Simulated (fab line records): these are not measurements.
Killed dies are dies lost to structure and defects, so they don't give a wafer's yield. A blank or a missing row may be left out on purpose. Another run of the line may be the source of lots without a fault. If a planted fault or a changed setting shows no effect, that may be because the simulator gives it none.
Which tool was responsible? + flow nandHarc + 57 wafers from 19 lots sampled at 6 of the route's 1302 steps

== WHAT EACH GAUGE READ, for each wafer ==
No reading from a measuring or inspecting step in the record can be judged against a usual standard deviation.

== WHAT TOOL EACH LOT RAN ON (gives the tool, then ch and the chambers of the sampled wafers, and finally the start) ==
| lot  | NHARC_A_STAIRCASE_ETCH_169        | NHARC_A_STAIRCASE_DESCUM_11       | NHARC_A_STAIRCASE_TRIM_16                    | NHARC_A_STAIRCASE_ETCH_19                    | NHARC_A_STAIRCASE_TRIM_20         | NHARC_A_STAIRCASE_TRIM_220        |
|------|-----------------------------------|-----------------------------------|----------------------------------------------|----------------------------------------------|-----------------------------------|-----------------------------------|
| L075 | rieDiel-08 ch 0,1,2, day 16 02:40 | rieDiel-08 ch 0,3, day 16 04:31   | rieDiel-08 ch 2,3, day 16 06:53 or earlier   | rieDiel-08 ch 0,1, day 16 06:53 or earlier   | rieDiel-08 ch 1,2,3, day 16 06:53 | rieDiel-12 ch 1,2, day 16 14:29   |
| L077 | rieDiel-08 ch 0,1,3, day 16 22:20 | rieDiel-11 ch 0,2,3, day 17 00:10 | rieDiel-11 ch 0,2, day 17 01:19 or earlier   | rieDiel-11 ch 0,3, day 17 01:19 or earlier   | rieDiel-11 ch 0,2,3, day 17 01:19 | rieDiel-12 ch 0,1,2, day 17 10:59 |
| L076 | rieDiel-11 ch 0,1,3, day 16 22:33 | rieDiel-12 ch 2,3, day 17 00:19   | rieDiel-12 ch 0,2,3, day 17 01:25 or earlier | rieDiel-12 ch 0,2, day 17 01:25 or earlier   | rieDiel-12 ch 0,3, day 17 01:25   | rieDiel-12 ch 0,1,3, day 17 08:01 |
| L079 | rieDiel-08 ch 0,1, day 17 08:09   | rieDiel-12 ch 0,2,3, day 17 09:56 | rieDiel-12 ch 0,2, day 17 11:08 or earlier   | rieDiel-12 ch 0,2,3, day 17 11:08 or earlier | rieDiel-11 ch 1,3, day 17 11:08   | rieDiel-08 ch 0,1,2, day 17 17:46 |
| L078 | rieDiel-08 ch 1,3, day 17 08:20   | rieDiel-08 ch 2,3, day 17 10:05   | rieDiel-08 ch 0,2,3, day 17 11:17 or earlier | rieDiel-08 ch 0,1,2, day 17 11:17 or earlier | rieDiel-08 ch 0,1,2, day 17 11:17 | rieDiel-12 ch 1,2, day 17 18:01   |
| L080 | rieDiel-08 ch 1,2,3, day 18 10:38 | rieDiel-12 ch 0,1,3, day 18 12:30 | rieDiel-12 ch 0,2,3, day 18 13:38 or earlier | rieDiel-12 ch 0,1,2, day 18 13:38 or earlier | rieDiel-12 ch 0,1,3, day 18 13:38 | rieDiel-08 ch 0,1,3, day 19 06:00 |
| L081 | rieDiel-11 ch 0,2,3, day 18 17:11 | rieDiel-12 ch 0,2,3, day 18 18:56 | rieDiel-12 ch 0,1,3, day 18 20:08 or earlier | rieDiel-12 ch 1,2,3, day 18 20:08 or earlier | rieDiel-11 ch 1,2,3, day 18 20:08 | rieDiel-08 ch 0,1,3, day 19 09:23 |
| L082 | rieDiel-08 ch 1,2,3, day 19 08:14 | rieDiel-08 ch 0,1,3, day 19 10:00 | rieDiel-08 ch 1,2,3, day 19 11:25 or earlier | rieDiel-08 ch 0,2,3, day 19 11:25 or earlier | rieDiel-12 ch 0,2, day 19 11:25   | rieDiel-11 ch 0,2,3, day 19 17:54 |
| L084 | rieDiel-08 ch 0,1,2, day 20 06:55 | rieDiel-11 ch 2,3, day 20 09:20   | rieDiel-11 ch 0,2,3, day 20 10:27 or earlier | rieDiel-11 ch 0,3, day 20 10:27 or earlier   | rieDiel-11 ch 0,2,3, day 20 10:27 | rieDiel-08 ch 1,2, day 20 17:59   |
| L085 | rieDiel-08 ch 1,2, day 20 06:57   | rieDiel-08 ch 0,1,3, day 20 09:32 | rieDiel-08 ch 1,3, day 20 10:38 or earlier   | rieDiel-08 ch 0,2,3, day 20 10:38 or earlier | rieDiel-12 ch 0,2, day 20 10:38   | rieDiel-12 ch 0,2, day 20 18:23   |
| L087 | rieDiel-11 ch 0,2,3, day 21 12:56 | rieDiel-12 ch 1,2,3, day 21 14:41 | rieDiel-12 ch 0,2,3, day 21 15:51 or earlier | rieDiel-12 ch 0,3, day 21 15:51 or earlier   | rieDiel-08 ch 0,3, day 21 15:51   | rieDiel-08 ch 0,3, day 21 22:34   |
| L088 | rieDiel-12 ch 0,2,3, day 21 16:35 | rieDiel-12 ch 0,2,3, day 21 18:20 | rieDiel-12 ch 0,2, day 21 19:39 or earlier   | rieDiel-12 ch 2,3, day 21 19:39 or earlier   | rieDiel-08 ch 2,3, day 21 19:39   | rieDiel-08 ch 2,3, day 22 05:17   |
| L089 | rieDiel-11 ch 0,2,3, day 21 21:50 | rieDiel-08 ch 0,3, day 21 23:31   | rieDiel-08 ch 0,2,3, day 22 04:37 or earlier | rieDiel-08 ch 0,2,3, day 22 04:37 or earlier | rieDiel-12 ch 1,2, day 22 04:37   | rieDiel-08 ch 0,2,3, day 22 11:34 |
| L091 | rieDiel-11 ch 1,3, day 22 08:26   | rieDiel-12 ch 1,2, day 22 10:16   | rieDiel-12 ch 1,2,3, day 22 11:24 or earlier | rieDiel-12 ch 0,1,2, day 22 11:24 or earlier | rieDiel-11 ch 0,2,3, day 22 11:24 | rieDiel-11 ch 1,2,3, day 22 17:40 |
| L094 | rieDiel-12 ch 0,2,3, day 23 14:24 | rieDiel-12 ch 1,2,3, day 23 16:10 | rieDiel-12 ch 0,1,3, day 23 17:17 or earlier | rieDiel-12 ch 0,2,3, day 23 17:17 or earlier | rieDiel-12 ch 0,1,2, day 23 17:17 | rieDiel-11 ch 0,1,3, day 24 00:30 |
| L093 | rieDiel-12 ch 0,1,3, day 23 14:33 | rieDiel-11 ch 0,1,3, day 23 16:18 | rieDiel-11 ch 0,1,3, day 23 17:26 or earlier | rieDiel-11 ch 0,1,3, day 23 17:26 or earlier | rieDiel-08 ch 0,1,2, day 23 17:26 | rieDiel-11 ch 1,2,3, day 24 00:35 |
| L095 | rieDiel-11 ch 0,1,2, day 24 12:36 | rieDiel-08 ch 0,2,3, day 24 14:21 | rieDiel-08 ch 0,1,2, day 24 15:27 or earlier | rieDiel-08 ch 0,1,3, day 24 15:27 or earlier | rieDiel-11 ch 0,1,2, day 24 15:27 | rieDiel-08 ch 0,2,3, day 24 21:48 |
| L097 | rieDiel-08 ch 0,2,3, day 25 01:07 | rieDiel-08 ch 0,2,3, day 25 02:51 | rieDiel-08 ch 0,1,3, day 25 04:04 or earlier | rieDiel-08 ch 0,1,2, day 25 04:04 or earlier | rieDiel-12 ch 0,1,3, day 25 04:04 | rieDiel-08 ch 0,2,3, day 25 15:02 |
| L096 | rieDiel-11 ch 0,1, day 25 01:17   | rieDiel-08 ch 1,3, day 25 03:09   | rieDiel-08 ch 0,1, day 25 04:22 or earlier   | rieDiel-08 ch 2,3, day 25 04:22 or earlier   | rieDiel-11 ch 1,2,3, day 25 04:22 | rieDiel-12 ch 0,1,3, day 25 14:34 |
- NHARC_A_STAIRCASE_ETCH_169: etches the open film in CH3F/O2, target depth 50 nm, time 107.1 s.
- NHARC_A_STAIRCASE_DESCUM_11: chemistry O2, time 3 s.
- NHARC_A_STAIRCASE_TRIM_16: chemistry O2, time 211.2 s.
- NHARC_A_STAIRCASE_ETCH_19: etches the open film in C4F8/O2, target depth 100 nm, time 40.5 s.
- NHARC_A_STAIRCASE_TRIM_20: chemistry O2, time 211.2 s.
- NHARC_A_STAIRCASE_TRIM_220: chemistry O2, time 211.2 s.

== WHAT THE TOOLS THEMSELVES READ (means of the sampled wafers that have a number; where no wafer has one, the mark that the record gives instead) ==
NHARC_A_STAIRCASE_ETCH_169.
| lot  | tool       | drypumpMotorCurrentA (A) | o2FlowSccm (sccm) | oesProductAu (a.u.) | rfVppV (V) | showerheadPlenumPTorr (Torr) | throttleValvePct (%) |
|------|------------|--------------------------|-------------------|---------------------|------------|------------------------------|----------------------|
| L075 | rieDiel-08 | 5.6                      | 30.03             | 0.970               | 244.1      | 2.47                         | 20.665               |
| L077 | rieDiel-08 | 5.5                      | 30.00             | 0.969               | 244.3      | 2.42                         | 20.666               |
| L076 | rieDiel-11 | 5.5                      | 29.95             | 0.970               | 243.1      | 2.42                         | 20.666               |
| L079 | rieDiel-08 | 5.1                      | 30.03             | 0.977               | 244.9      | 2.53                         | 20.658               |
| L078 | rieDiel-08 | 5.8                      | 30.03             | 0.947               | 242.4      | 2.32                         | 20.663               |
| L080 | rieDiel-08 | 6.0                      | 29.92             | 0.971               | 244.1      | 2.36                         | 20.666               |
| L081 | rieDiel-11 | 5.7                      | 29.99             | 0.959               | 242.9      | 2.34                         | 20.664               |
| L082 | rieDiel-08 | 6.0                      | 30.03             | 0.970               | 242.5      | 2.35                         | 20.663               |
| L084 | rieDiel-08 | 5.6                      | 29.98             | 0.933               | 244.9      | 2.46                         | 20.668               |
| L085 | rieDiel-08 | 6.1                      | 30.02             | 0.934               | 242.3      | 2.40                         | 20.659               |
| L087 | rieDiel-11 | 5.8                      | 29.96             | 0.929               | 244.6      | 2.46                         | 20.664               |
| L088 | rieDiel-12 | 6.1                      | 29.99             | 0.960               | 243.5      | 2.42                         | 20.663               |
| L089 | rieDiel-11 | 5.8                      | 29.97             | 0.972               | 243.1      | 2.46                         | 20.662               |
| L091 | rieDiel-11 | 5.4                      | 30.10             | 0.979               | 242.9      | 2.38                         | 20.657               |
| L094 | rieDiel-12 | 6.1                      | 29.96             | 0.969               | 242.9      | 2.41                         | 20.663               |
| L093 | rieDiel-12 | 5.8                      | 29.90             | 0.951               | 244.8      | 2.52                         | 20.662               |
| L095 | rieDiel-11 | 5.8                      | 29.94             | 0.967               | 245.2      | 2.52                         | 20.658               |
| L097 | rieDiel-08 | 5.7                      | 29.94             | 0.968               | 243.7      | 2.45                         | 20.656               |
| L096 | rieDiel-11 | 5.5                      | 29.98             | 0.962               | 244.1      | 2.44                         | 20.664               |

NHARC_A_STAIRCASE_DESCUM_11.
| lot  | tool       | drypumpMotorCurrentA (A) | o2FlowSccm (sccm) | oesProductAu (a.u.) | rfVppV (V) | showerheadPlenumPTorr (Torr) | throttleValvePct (%) |
|------|------------|--------------------------|-------------------|---------------------|------------|------------------------------|----------------------|
| L075 | rieDiel-08 | 5.5                      | 200.4             | 1.000               | 57.7       | 1.89                         | 11.306               |
| L077 | rieDiel-11 | 5.8                      | 199.8             | 1.001               | 57.5       | 1.82                         | 11.307               |
| L076 | rieDiel-12 | 6.3                      | 199.9             | 0.992               | 57.7       | 1.86                         | 11.313               |
| L079 | rieDiel-12 | 6.1                      | 200.3             | 1.000               | 57.2       | 1.89                         | 11.321               |
| L078 | rieDiel-08 | 6.2                      | 200.2             | 1.003               | 57.8       | 1.88                         | 11.308               |
| L080 | rieDiel-12 | 5.8                      | 199.5             | 0.998               | 58.0       | 1.97                         | 11.310               |
| L081 | rieDiel-12 | 6.1                      | 200.8             | 0.997               | 57.6       | 1.89                         | 11.316               |
| L082 | rieDiel-08 | 5.5                      | 200.4             | 1.007               | 57.4       | 1.88                         | 11.308               |
| L084 | rieDiel-11 | 6.1                      | 200.5             | 0.999               | 58.2       | 1.98                         | 11.303               |
| L085 | rieDiel-08 | 5.5                      | 200.1             | 1.010               | 57.7       | 1.87                         | 11.313               |
| L087 | rieDiel-12 | 6.0                      | 199.4             | 0.994               | 57.9       | 1.91                         | 11.309               |
| L088 | rieDiel-12 | 6.1                      | 199.6             | 1.001               | 57.1       | 1.88                         | 11.306               |
| L089 | rieDiel-08 | 5.6                      | 200.0             | 1.008               | 58.2       | 1.88                         | 11.317               |
| L091 | rieDiel-12 | 5.7                      | 199.7             | 0.992               | 58.1       | 1.97                         | 11.323               |
| L094 | rieDiel-12 | 6.0                      | 199.6             | 0.997               | 58.4       | 1.90                         | 11.315               |
| L093 | rieDiel-11 | 5.4                      | 200.0             | 1.001               | 58.2       | 1.87                         | 11.317               |
| L095 | rieDiel-08 | 5.7                      | 200.6             | 0.992               | 58.1       | 1.91                         | 11.310               |
| L097 | rieDiel-08 | 5.7                      | 199.8             | 1.002               | 58.0       | 1.91                         | 11.321               |
| L096 | rieDiel-08 | 5.8                      | 200.1             | 1.000               | 57.4       | 1.89                         | 11.304               |

NHARC_A_STAIRCASE_TRIM_16.
| lot  | tool       | drypumpMotorCurrentA (A) | o2FlowSccm (sccm) | oesProductAu (a.u.) | rfVppV (V) | showerheadPlenumPTorr (Torr) | throttleValvePct (%) |
|------|------------|--------------------------|-------------------|---------------------|------------|------------------------------|----------------------|
| L075 | rieDiel-08 | 6.0                      | 498.9             | 0.996               | 57.4       | 3.41                         | 17.036               |
| L077 | rieDiel-11 | 6.1                      | 499.8             | 0.997               | 57.8       | 3.35                         | 17.033               |
| L076 | rieDiel-12 | 6.1                      | 501.8             | 0.999               | 57.6       | 3.49                         | 17.036               |
| L079 | rieDiel-12 | 5.9                      | 498.0             | 0.993               | 57.2       | 3.56                         | 17.031               |
| L078 | rieDiel-08 | 5.7                      | 499.9             | 1.004               | 57.6       | 3.55                         | 17.033               |
| L080 | rieDiel-12 | 6.1                      | 501.6             | 0.997               | 58.2       | 3.49                         | 17.038               |
| L081 | rieDiel-12 | 5.8                      | 501.1             | 1.000               | 58.1       | 3.63                         | 17.047               |
| L082 | rieDiel-08 | 6.0                      | 499.3             | 0.999               | 58.4       | 3.38                         | 17.035               |
| L084 | rieDiel-11 | 5.8                      | 499.1             | 1.002               | 57.7       | 3.53                         | 17.031               |
| L085 | rieDiel-08 | 5.8                      | 501.0             | 0.989               | 57.8       | 3.30                         | 17.035               |
| L087 | rieDiel-12 | 6.1                      | 498.5             | 0.998               | 57.2       | 3.48                         | 17.038               |
| L088 | rieDiel-12 | 5.9                      | 497.8             | 1.000               | 57.6       | 3.54                         | 17.034               |
| L089 | rieDiel-08 | 5.7                      | 498.8             | 1.009               | 57.6       | 3.53                         | 17.051               |
| L091 | rieDiel-12 | 6.0                      | 499.5             | 0.995               | 57.8       | 3.52                         | 17.041               |
| L094 | rieDiel-12 | 5.8                      | 499.7             | 0.998               | 58.6       | 3.61                         | 17.034               |
| L093 | rieDiel-11 | 5.5                      | 499.8             | 0.993               | 57.6       | 3.45                         | 17.039               |
| L095 | rieDiel-08 | 5.6                      | 500.5             | 1.004               | 58.4       | 3.68                         | 17.031               |
| L097 | rieDiel-08 | 5.5                      | 499.2             | 0.999               | 58.1       | 3.62                         | 17.042               |
| L096 | rieDiel-08 | 5.5                      | 499.3             | 0.997               | 58.2       | 3.79                         | 17.031               |

NHARC_A_STAIRCASE_ETCH_19.
| lot  | tool       | oesProductAu (a.u.) | rfVppV (V) |
|------|------------|---------------------|------------|
| L075 | rieDiel-08 | 0.937               | 899        |
| L077 | rieDiel-11 | 0.947               | 892        |
| L076 | rieDiel-12 | 0.938               | 896        |
| L079 | rieDiel-12 | 0.939               | 895        |
| L078 | rieDiel-08 | 0.950               | 896        |
| L080 | rieDiel-12 | 0.941               | 899        |
| L081 | rieDiel-12 | 0.936               | 895        |
| L082 | rieDiel-08 | 0.936               | 896        |
| L084 | rieDiel-11 | 0.955               | 891        |
| L085 | rieDiel-08 | 0.944               | 896        |
| L087 | rieDiel-12 | 0.944               | 895        |
| L088 | rieDiel-12 | 0.932               | 892        |
| L089 | rieDiel-08 | 0.946               | 896        |
| L091 | rieDiel-12 | 0.940               | 898        |
| L094 | rieDiel-12 | 0.949               | 894        |
| L093 | rieDiel-11 | 0.932               | 893        |
| L095 | rieDiel-08 | 0.947               | 899        |
| L097 | rieDiel-08 | 0.942               | 902        |
| L096 | rieDiel-08 | 0.944               | 891        |

NHARC_A_STAIRCASE_TRIM_20.
| lot  | tool       | drypumpMotorCurrentA (A) | o2FlowSccm (sccm) | oesProductAu (a.u.) | rfVppV (V) | showerheadPlenumPTorr (Torr) | throttleValvePct (%) |
|------|------------|--------------------------|-------------------|---------------------|------------|------------------------------|----------------------|
| L075 | rieDiel-08 | 6.0                      | 499.0             | 0.994               | 58.5       | 3.40                         | 17.035               |
| L077 | rieDiel-11 | 5.8                      | 500.7             | 0.994               | 57.9       | 3.37                         | 17.037               |
| L076 | rieDiel-12 | 5.9                      | 499.0             | 0.995               | 57.8       | 3.59                         | 17.038               |
| L079 | rieDiel-11 | 5.4                      | 500.2             | 1.007               | 58.1       | 3.53                         | 17.034               |
| L078 | rieDiel-08 | 5.6                      | 499.1             | 1.001               | 57.8       | 3.53                         | 17.038               |
| L080 | rieDiel-12 | 5.8                      | 501.3             | 0.985               | 58.6       | 3.63                         | 17.033               |
| L081 | rieDiel-11 | 5.7                      | 500.8             | 1.007               | 58.2       | 3.41                         | 17.033               |
| L082 | rieDiel-12 | 5.9                      | 500.3             | 0.990               | 58.2       | 3.55                         | 17.034               |
| L084 | rieDiel-11 | 5.8                      | 498.1             | 1.001               | 57.4       | 3.53                         | 17.034               |
| L085 | rieDiel-12 | 5.9                      | 501.6             | 0.999               | 58.0       | 3.55                         | 17.026               |
| L087 | rieDiel-08 | 5.6                      | 500.0             | 1.008               | 58.1       | 3.47                         | 17.040               |
| L088 | rieDiel-08 | 6.0                      | 500.3             | 0.998               | 57.0       | 3.39                         | 17.040               |
| L089 | rieDiel-12 | 6.0                      | 500.9             | 0.995               | 57.7       | 3.49                         | 17.046               |
| L091 | rieDiel-11 | 5.8                      | 499.2             | 0.992               | 57.4       | 3.52                         | 17.026               |
| L094 | rieDiel-12 | 5.8                      | 498.5             | 1.000               | 57.7       | 3.58                         | 17.058               |
| L093 | rieDiel-08 | 5.6                      | 499.3             | 1.004               | 57.8       | 3.51                         | 17.035               |
| L095 | rieDiel-11 | 5.8                      | 500.5             | 0.999               | 58.1       | 3.61                         | 17.033               |
| L097 | rieDiel-12 | 5.8                      | 500.4             | 1.002               | 58.0       | 3.60                         | 17.045               |
| L096 | rieDiel-11 | 5.7                      | 500.2             | 1.003               | 57.5       | 3.56                         | 17.038               |

NHARC_A_STAIRCASE_TRIM_220.
| lot  | tool       | drypumpMotorCurrentA (A) | o2FlowSccm (sccm) | oesProductAu (a.u.) | rfVppV (V) | showerheadPlenumPTorr (Torr) | throttleValvePct (%) |
|------|------------|--------------------------|-------------------|---------------------|------------|------------------------------|----------------------|
| L075 | rieDiel-12 | 5.7                      | 499.7             | 0.991               | 58.4       | 3.65                         | 17.038               |
| L077 | rieDiel-12 | 5.8                      | 500.3             | 0.998               | 58.5       | 3.60                         | 17.036               |
| L076 | rieDiel-12 | 5.8                      | 499.2             | 0.998               | 58.7       | 3.64                         | 17.040               |
| L079 | rieDiel-08 | 5.6                      | 499.8             | 0.995               | 58.3       | 3.53                         | 17.045               |
| L078 | rieDiel-12 | 6.0                      | 500.1             | 1.001               | 57.1       | 3.50                         | 17.041               |
| L080 | rieDiel-08 | 5.5                      | 498.3             | 1.002               | 58.7       | 3.47                         | 17.030               |
| L081 | rieDiel-08 | 5.5                      | 500.3             | 0.996               | 58.3       | 3.47                         | 17.037               |
| L082 | rieDiel-11 | 5.8                      | 498.4             | 0.997               | 57.9       | 3.54                         | 17.037               |
| L084 | rieDiel-08 | 6.1                      | 501.1             | 1.006               | 57.2       | 3.44                         | 17.045               |
| L085 | rieDiel-12 | 5.9                      | 500.2             | 1.005               | 57.9       | 3.54                         | 17.040               |
| L087 | rieDiel-08 | 5.6                      | 499.4             | 1.001               | 58.0       | 3.47                         | 17.045               |
| L088 | rieDiel-08 | 6.2                      | 499.7             | 1.002               | 57.8       | 3.45                         | 17.027               |
| L089 | rieDiel-08 | 5.7                      | 498.9             | 1.004               | 58.3       | 3.53                         | 17.048               |
| L091 | rieDiel-11 | 5.7                      | 499.2             | 1.001               | 58.1       | 3.57                         | 17.036               |
| L094 | rieDiel-11 | 5.5                      | 498.9             | 1.007               | 57.5       | 3.45                         | 17.025               |
| L093 | rieDiel-11 | 5.8                      | 500.2             | 0.998               | 57.9       | 3.57                         | 17.037               |
| L095 | rieDiel-08 | 5.7                      | 499.0             | 0.997               | 57.8       | 3.52                         | 17.031               |
| L097 | rieDiel-08 | 5.7                      | 500.8             | 1.000               | 57.7       | 3.51                         | 17.040               |
| L096 | rieDiel-12 | 5.8                      | 498.8             | 1.000               | 58.8       | 3.60                         | 17.039               |

== THE ANSWER, worked out from the rows above alone ==
Rule: what is usual is taken from the lots themselves. Put in order of their means at a reading, lots are off if they are a third of the lots or fewer, leave a main group of 4 or more, and stand apart from it by a gap of 3 or more times the standard deviation of the main group's means; of several such gaps the widest counts. If all means in a main group match to the digits the tables above print for the reading, that group is not used. Also off: a lot with no number at a reading for which 4 or more lots have one. Any other lot the step has rows for is counted as sound. The gauges are gone through in route order, then the tools' own readings, and for those a lot's mean is taken as printed above. The first step at which some lot is off is used, and at that step the reading that is off furthest; a lot without a number counts as furthest.
No lot is off at any reading shown: from this, nothing can be told.

== WHAT WAS PUT IN BY THE SIMULATOR ==
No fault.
